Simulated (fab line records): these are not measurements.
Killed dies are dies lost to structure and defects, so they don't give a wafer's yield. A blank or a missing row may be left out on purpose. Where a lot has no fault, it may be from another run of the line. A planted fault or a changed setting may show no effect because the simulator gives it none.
fab line records	flow n5-finfet
[record] lots = 10	wafers = 30	last-day = 17
route steps=1938 shown WELL_APT@32 PMOS_HMC_CHANNEL_EPI@71 FIN_SAQP@94 BEOL_M4@1111
lots untouched by any fault: they come from a run of this same line in which no faults occurred
start-h: start of the lot's first displayed wafer, in hours after the record's first day	wait-h: how many hours have passed since the lot's step before this one	" identical to the entry in the row above	L1.1+2: several wafers, shown together as one row	- no value, or no start was given	* or withheld: withheld	< > ~ a bound
route shown NAME@n: a module of which the file shows steps, and the number in the route of the first	usual: the fault-free wafers' mean and standard deviation	same: alike in all rows	chamber/n: place in a boat	sites: readings site by site	_std_site: the standard deviation of these	_edge_site: mean of outer sites minus mean of inner sites	radius-mm: for every site, how far away it sits from the centre of the wafer	mask NAME#n: copy n	behind: the last tool/chamber to shape the wafer	hold: the reason the lot was held/the length of the hold in hours/how it ended	device: the transistor (n, p or np) that didn't switch	end of line: the tests these same wafers got at the end of their route	for a step that has no rows: nothing shown but its recipe	killed: not the wafer's yield, but the dies lost to structure and defects at the first sort	map: shows each die of a wafer: x if killed, . if not, _ if none is there
set.NAME: the setting the step ran with; set.NAME@STEP: the setting that earlier step ran with	model.NAME: the simulator's own value behind a step, which no gauge read
route steps across a sampled set of lots; one table per step, one row per wafer
services: the hour from which a tool's chamber was out of use, counted from the record's first day as start-h (under 0 if before that day), plus the number of hours and why
[[steps]]
[step N5_WELL_APT_IMPLANT_14]
[recipe] species = P	energy-kev = 160	dose-cm2 = 1.5e+13	tilt-deg = 0	rotation-deg = 0
[usual] dose-ions-cm2 = 1.5001e+13/1.5e+10	faraday-current-uA = 190/3.3
lot.wafer	tool	chamber	start-h	wait-h	dose-ions-cm2	faraday-current-uA
L387.4	implanter-02	0	13.83	0.1	1.5019e+13	189
L387.5	"	0	"	"	1.5e+13	192
L387.6	"	0	"	"	1.5e+13	188
L388.2	implanter-01	0	19.85	0.1	1.4992e+13	194
L388.4	"	0	"	"	1.4993e+13	191
L388.6	"	0	"	"	1.4996e+13	187
L392.1	implanter-01	0	44.67	0.1	1.5037e+13	189
L392.2	"	0	"	"	1.5013e+13	190
L392.6	"	0	"	"	1.5003e+13	189
L393.1	implanter-02	0	50.49	0.1	1.501e+13	192
L393.3	"	0	"	"	1.5004e+13	195
L393.6	"	0	"	"	1.4991e+13	191
L394.3	implanter-01	0	56.10	0.1	1.5004e+13	195
L394.4	"	0	"	"	1.5031e+13	189
L394.5	"	0	"	"	1.5022e+13	190
L397.1	implanter-02	0	74.02	0.1	1.5008e+13	195
L397.3	"	0	"	"	1.4995e+13	193
L397.6	"	0	"	"	1.5001e+13	191
L401.1	implanter-02	0	98.30	0.1	1.5011e+13	192
L401.2	"	0	"	"	1.5009e+13	191
L401.5	"	0	"	"	1.5026e+13	188
L402.1	implanter-02	0	104.00	0.1	1.0751e+13	138
L402.3	"	0	"	"	1.0743e+13	136
L402.4	"	0	"	"	1.0719e+13	135
L403.2	implanter-02	0	109.78	0.1	1.0748e+13	139
L403.3	"	0	"	"	1.0759e+13	135
L403.4	"	0	"	"	1.0755e+13	135
L407.1	implanter-01	0	134.18	0.1	1.5009e+13	192
L407.5	"	0	"	"	1.503e+13	190
L407.6	"	0	"	"	1.5011e+13	187
[step N5_WELL_APT_INSPECT_27]
[recipe] mode = adi	inspect-instrument = macro
[usual] raw-defect-count = 2.1/1.5
lot.wafer	tool	chamber	start-h	wait-h	raw-defect-count
L387.4	defect-inspect-02	-	14.73	0.0	0
L387.5	"	-	"	"	1
L387.6	"	-	"	"	3
L388.2	defect-inspect-01	-	20.81	0.0	2
L388.4	"	-	"	"	0
L388.6	"	-	"	"	4
L392.1	defect-inspect-02	-	45.66	0.0	2
L392.2	"	-	"	"	2
L392.6	"	-	"	"	8
L393.1	defect-inspect-02	-	51.60	0.0	3
L393.3	"	-	"	"	1
L393.6	"	-	"	"	5
L394.3	defect-inspect-02	-	57.03	0.0	3
L394.4	"	-	"	"	2
L394.5	"	-	"	"	1
L397.1	defect-inspect-01	-	75.01	0.0	1
L397.3	"	-	"	"	3
L397.6	"	-	"	"	2
L401.1	defect-inspect-02	-	99.29	0.0	5
L401.2	"	-	"	"	2
L401.5	"	-	"	"	4
L402.1	defect-inspect-02	-	105.00	0.0	3
L402.3	"	-	"	"	1
L402.4	"	-	"	"	3
L403.2	defect-inspect-02	-	111.03	0.0	5
L403.3	"	-	"	"	2
L403.4	"	-	"	"	2
L407.1	defect-inspect-02	-	135.17	0.0	3
L407.5	"	-	"	"	1
L407.6	"	-	"	"	0
[step N5_PMOS_HMC_CHANNEL_EPI_STRIP_33]
[recipe] chemistry = N2/H2	power-w = 500	temp-c = 40	pressure-mtorr = 50	rf-frequency-hz = 6e+07	overash-fraction = 0.3	bias-power-w = 8	h2-frac = 0.5	n2-flow-sccm = 300	h2-flow-sccm = 300
[usual] drypump-motor-current-A = 5.7/0.53	oes-product-au = 0.80/0.081	rf-vpp-V = 54.2/1.6	showerhead-plenum-p-Torr = 3.38/0.081	throttle-valve-pct = 18.9/0.43
lot.wafer	tool	chamber	start-h	wait-h	drypump-motor-current-A	oes-product-au	rf-hours-counter-h	rf-vpp-V	showerhead-plenum-p-Torr	throttle-valve-pct
L387.4	rie-diel-05	0	17.14	0.0	5.6	0.74	-	54.0	3.35	18.9
L387.5	"	1	"	"	6.5	0.71	-	55.6	3.32	19.1
L387.6	"	3	"	"	6.1	0.84	-	54.6	3.40	19.3
L388.2	rie-diel-06	3	23.17	0.0	5.7	0.79	106	55.7	3.50	18.5
L388.4	"	2	"	"	6.1	0.83	71	52.7	3.41	19.5
L388.6	"	1	"	"	5.5	0.85	-	53.4	3.15	19.4
L392.1	rie-diel-05	2	48.23	0.0	4.9	0.96	6	55.1	3.44	18.2
L392.2	"	3	"	"	6.1	0.81	105	54.8	3.40	19.3
L392.6	"	0	"	"	5.6	0.74	-	56.8	3.34	18.9
L393.1	rie-diel-05	3	53.95	0.0	6.1	0.81	107	52.9	3.39	19.3
L393.3	"	1	"	"	6.5	0.69	223	56.2	3.31	19.1
L393.6	"	1	"	"	6.5	0.69	-	53.1	3.31	19.2
L394.3	rie-diel-03	1	59.63	0.0	5.4	1.01	1	52.7	3.28	18.1
L394.4	"	2	"	"	6.2	0.78	131	53.2	3.24	18.4
L394.5	"	2	"	"	6.2	0.78	-	52.8	3.24	18.4
L397.1	rie-diel-05	2	77.35	0.0	4.8	0.93	16	53.5	3.43	18.3
L397.3	"	0	"	"	5.6	0.71	174	55.5	3.34	18.9
L397.6	"	1	"	"	6.5	0.67	-	55.8	3.31	19.1
L401.1	rie-diel-06	3	101.63	0.0	5.7	0.77	131	55.3	3.49	18.6
L401.2	"	0	"	"	5.9	0.78	137	56.8	3.52	18.5
L401.5	"	2	"	"	6.0	0.82	-	55.1	3.40	19.5
L402.1	rie-diel-03	0	108.32	0.0	5.5	0.78	140	54.3	3.37	18.6
L402.3	"	3	"	"	5.1	0.85	66	52.8	3.54	19.0
L402.4	"	3	"	"	5.1	0.86	-	54.9	3.54	19.0
L403.2	rie-diel-05	3	113.82	0.0	6.1	0.79	125	55.3	3.38	19.3
L403.3	"	1	"	"	6.5	0.68	243	53.3	3.30	19.1
L403.4	"	2	"	"	4.9	0.90	27	53.9	3.43	18.3
L407.1	rie-diel-05	2	137.75	0.1	4.9	0.89	34	54.2	3.42	18.3
L407.5	"	3	"	"	6.1	0.78	-	53.0	3.38	19.3
L407.6	"	2	"	"	4.8	0.88	-	54.0	3.42	18.3
[step N5_FIN_SAQP_ALD_61]
[recipe] material = SiO2	target-thk-a = 40	temp-c = 300	ald-precursor-family = BDEAS	ald-co-reactant = O2-plasma	pulse-time-s = 1	purge-time-s = 2	co-reactant-purge-time-s = 2	ald-cycles = 43	pressure-torr = 2
[usual] heater-power-w = 489/38	precursor-pulse-height-rel = 0.999/0.021
[same] ald-cycles = 43
lot.wafer	tool	chamber	start-h	wait-h	heater-power-w	precursor-pulse-height-rel
L387.4	ald-sin-02	3	19.93	0.1	449	1.028
L387.5	"	2	"	"	519	0.998
L387.6	"	1	"	"	452	1.016
L388.2	ald-sin-01	3	25.90	0.0	460	0.985
L388.4	"	1	"	"	482	0.997
L388.6	"	0	"	"	546	1.010
L392.1	ald-sin-04	0	50.96	0.0	510	0.975
L392.2	"	1	"	"	462	1.031
L392.6	"	1	"	"	457	1.000
L393.1	ald-sin-02	0	56.80	0.0	551	1.002
L393.3	"	3	"	"	450	1.008
L393.6	"	0	"	"	555	0.971
L394.3	ald-sin-04	3	62.46	0.1	454	1.007
L394.4	"	1	"	"	459	1.011
L394.5	"	1	"	"	464	0.980
L397.1	ald-sin-04	1	80.48	0.0	460	1.023
L397.3	"	0	"	"	499	0.992
L397.6	"	0	"	"	498	0.964
L401.1	ald-sin-04	1	104.92	0.6	480	0.994
L401.2	"	3	"	"	450	1.013
L401.5	"	0	"	"	502	0.968
L402.1	ald-sin-02	2	111.75	0.6	523	0.966
L402.3	"	1	"	"	457	1.012
L402.4	"	0	"	"	538	0.969
L403.2	ald-sin-01	2	116.57	0.0	464	0.978
L403.3	"	3	"	"	423	1.015
L403.4	"	1	"	"	503	0.979
L407.1	ald-sin-04	1	140.52	0.0	465	1.002
L407.5	"	0	"	"	499	1.038
L407.6	"	1	"	"	475	1.024
[step N5_BEOL_M4_RC_MEAS_101]
[usual] DIBL_N = 36.7/1.8	DIBL_P = 37.0/2.4	IOFF_N = 0.17/0.036	IOFF_P = 0.22/0.042	ION_N = 673/12	ION_P = 462/8.5	RS_NWELL = 1036/7.1	SS_N = 71.7/0.62	SS_P = 73.4/0.65	VT_N = 250/3.7	VT_P = -250/3.7
lot.wafer	tool	chamber	start-h	wait-h	DIBL_N[mV/V]	DIBL_P[mV/V]	IOFF_N[nA/um]	IOFF_P[nA/um]	ION_N[uA/um]	ION_P[uA/um]	RS_NWELL[ohm/sq]	SS_N[mV/dec]	SS_P[mV/dec]	VT_N[mV]	VT_P[mV]
L388.2	prober-02	0	188.56	0.2	38.5	39.0	0.19	0.25	671	461	1038	71.5	73.3	250	-250
L388.4	"	0	"	"	38.2	39.0	0.21	0.24	675	460	1027	71.9	74.6	245	-250
L388.6	"	0	"	"	37.8	37.4	0.19	0.22	667	457	1032	72.0	73.4	250	-249
L387.4	prober-01	0	190.83	0.5	38.0	39.7	0.19	0.24	682	462	1030	72.3	73.6	247	-250
L387.5	"	0	"	"	36.5	37.5	0.16	0.20	676	460	1036	71.0	73.5	250	-252
L387.6	"	0	"	"	37.5	39.1	0.18	0.23	678	458	1037	71.5	74.0	248	-251
L392.1	prober-01	0	204.56	0.0	37.7	38.4	0.17	0.21	670	455	1038	72.2	73.5	251	-253
L392.2	"	0	"	"	34.6	34.7	0.13	0.16	671	456	1039	71.1	72.0	252	-255
L392.6	"	0	"	"	35.9	35.1	0.14	0.17	655	447	1033	71.1	73.6	252	-254
L394.3	prober-02	0	224.45	0.3	36.2	37.7	0.16	0.22	675	471	1034	71.6	73.5	249	-246
L394.4	"	0	"	"	33.3	33.2	0.12	0.17	663	460	1036	71.1	72.6	254	-251
L394.5	"	0	"	"	37.4	38.6	0.18	0.25	677	468	1047	72.3	73.3	248	-248
L393.1	prober-01	0	233.22	0.0	35.5	35.9	0.15	0.21	669	461	1031	71.5	72.5	248	-252
L393.3	"	0	"	"	36.9	37.3	0.17	0.22	669	460	1036	72.1	73.8	250	-252
L393.6	"	0	"	"	39.9	40.9	0.24	0.27	687	463	1037	73.2	74.7	244	-250
L397.1	prober-01	0	239.43	0.0	36.1	37.0	0.14	0.20	658	454	1040	70.6	73.7	254	-250
L397.3	"	0	"	"	34.9	35.6	0.12	0.18	649	449	1041	71.2	73.3	256	-251
L397.6	"	0	"	"	35.9	35.9	0.13	0.19	659	455	1044	71.2	73.3	251	-254
L402.1	prober-02	0	269.87	0.0	38.3	41.0	0.20	0.29	686	484	1267	72.5	74.2	246	-244
L402.3	"	0	"	"	36.7	38.9	0.19	0.27	693	477	1268	71.0	73.6	246	-244
L402.4	"	0	"	"	38.1	40.2	0.22	0.29	693	479	1255	71.9	73.2	241	-246
L403.3	prober-02	0	272.70	0.3	36.2	37.1	0.15	0.22	677	474	1247	71.6	73.1	249	-247
L401.1	prober-01	0	280.22	0.0	36.7	38.6	0.16	0.23	667	458	1041	71.5	74.3	250	-251
L401.2	"	0	"	"	35.1	35.9	0.14	0.18	662	453	1037	72.0	74.2	252	-257
L401.5	"	0	"	"	37.1	38.7	0.19	0.23	691	466	1032	71.7	74.5	245	-253
L407.1	prober-01	0	300.55	0.0	35.7	34.9	0.15	0.19	678	461	1036	71.4	73.1	251	-249
L407.5	"	0	"	"	36.7	36.2	0.17	0.22	686	464	1041	71.0	73.8	250	-249
L407.6	"	0	"	"	32.1	30.0	0.10	0.14	662	456	1024	70.7	72.4	256	-255
[[services]]
tool	chamber	start-h	hours	kind
implanter-02	-	-9.86	1.8	repair
rie-diel-06	3	-9.65	3.1	repair
ald-sin-04	-	-8.15	6.1	pm
ald-sin-02	-	-6.25	14.0	pm
rie-diel-06	0	4.98	9.5	repair
ald-sin-01	3	14.77	4.3	repair
ald-sin-02	0	15.13	5.0	repair
rie-diel-03	3	19.67	2.8	repair
ald-sin-04	0	24.93	18.6	repair
ald-sin-02	-	28.64	12.0	repair
rie-diel-06	2	32.85	16.9	repair
ald-sin-01	3	41.87	10.9	repair
rie-diel-05	0	51.68	3.7	repair
implanter-02	-	52.00	4.2	repair
implanter-01	-	57.90	0.6	repair
rie-diel-06	1	68.99	2.8	repair
rie-diel-06	1	75.09	4.7	repair
ald-sin-01	-	85.25	14.0	pm
ald-sin-02	1	85.55	8.5	repair
rie-diel-06	1	99.01	14.3	repair
implanter-01	-	102.77	2.9	repair
ald-sin-02	-	122.03	1.1	repair
implanter-01	-	130.37	3.2	pm
rie-diel-05	1	134.88	12.3	repair
[[key]]
[first-sign] step = N5_WELL_APT_IMPLANT_14	reading = dose-ions-cm2	direction = down	sigmas = 99+	usual = 1.5001e+13	struck = 1.0746e+13
[effect] step = N5_WELL_APT_IMPLANT_14	reading = faraday-current-uA	direction = down	sigmas = 16	usual = 190	struck = 136
[effect] step = N5_BEOL_M4_RC_MEAS_101	reading = RS_NWELL	direction = up	sigmas = 31	usual = 1036	struck = 1259
met-at N5_WELL_APT_IMPLANT_14
struck-lots L402,L403
rows-end L403.2,L403.4
not-acting-at N5_WELL_APT_INSPECT_27,N5_PMOS_HMC_CHANNEL_EPI_STRIP_33,N5_FIN_SAQP_ALD_61
onset-between 98.30 104.00
[fault] kind = process-parameter-drift	tool = implanter-02	chamber = -	onset-h = 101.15	steps = N5_WELL_APT_IMPLANT_14	channel = dose-cm2	offset = -4.2503e+12	shape = step	acts-in = these-recipes-only	stated = 1.5e+13
// rows-end: these wafers met a further fault down the route, and their rows from its step on are left out
